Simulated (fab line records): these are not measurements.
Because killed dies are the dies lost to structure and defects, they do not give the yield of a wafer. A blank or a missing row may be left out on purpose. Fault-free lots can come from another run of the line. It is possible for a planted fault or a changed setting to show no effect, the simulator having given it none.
Matching of chambers :: flow nand-harc :: 3 sister chambers for NHARC_A_STAIRCASE_DEP_156 on pecvd-02
The step deposits SiNx, target thk 50 nm. 6 wafers are shown with their chamber, then 7 later ones without.

## WAFERS PAIRED WITH THEIR CHAMBERS
wafer: L083.2
chamber: 1
heater-power-w (W): 615

wafer: L085.2
chamber: 2
heater-power-w (W): 613

wafer: L085.4
chamber: 0
heater-power-w (W): 693

wafer: L085.6
chamber: 1
heater-power-w (W): 551

wafer: L090.2
chamber: 2
heater-power-w (W): 659

wafer: L090.5
chamber: 0
heater-power-w (W): 719

## WAFERS WHOSE CHAMBER IS MISSING
wafer: L090.6
heater-power-w (W): 636

wafer: L093.1
heater-power-w (W): 734

wafer: L093.2
heater-power-w (W): 593

wafer: L093.5
heater-power-w (W): 577

wafer: L096.2
heater-power-w (W): 715

wafer: L096.3
heater-power-w (W): 523

wafer: L096.6
heater-power-w (W): 721

## WHICH CHAMBER EACH WENT THROUGH
wafer: L090.6
from the rows above: can't be placed: 2 or 1
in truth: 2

wafer: L093.1
from the rows above: 0
in truth: 0

wafer: L093.2
from the rows above: can't be placed: 1 or 2
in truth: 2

wafer: L093.5
from the rows above: can't be placed: 1 or 2
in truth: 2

wafer: L096.2
from the rows above: 0
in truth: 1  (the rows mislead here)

wafer: L096.3
from the rows above: can't be placed: 1 or 2
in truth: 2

wafer: L096.6
from the rows above: 0
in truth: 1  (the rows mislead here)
Correct placement for 1 of the 7. From these rows, 4 cannot be placed; in 4 the true chamber is one of the candidates. Number placed wrongly: 2.
How it was worked out, from the rows above alone: a wafer's distance from a chamber is the root of the sum, over the readings, of the square of ((its reading less the chamber's mean) divided by the reading's scatter). If the next closest chamber is less than 2 further off than the closest, the wafer can't be placed; otherwise it belongs to the closest. The mean given for a chamber averages the wafers shown for that chamber. How the scatter is found: for the shown wafers, subtract from each reading the mean of its chamber, square and add these, divide the total by (wafers less chambers), then take the root.
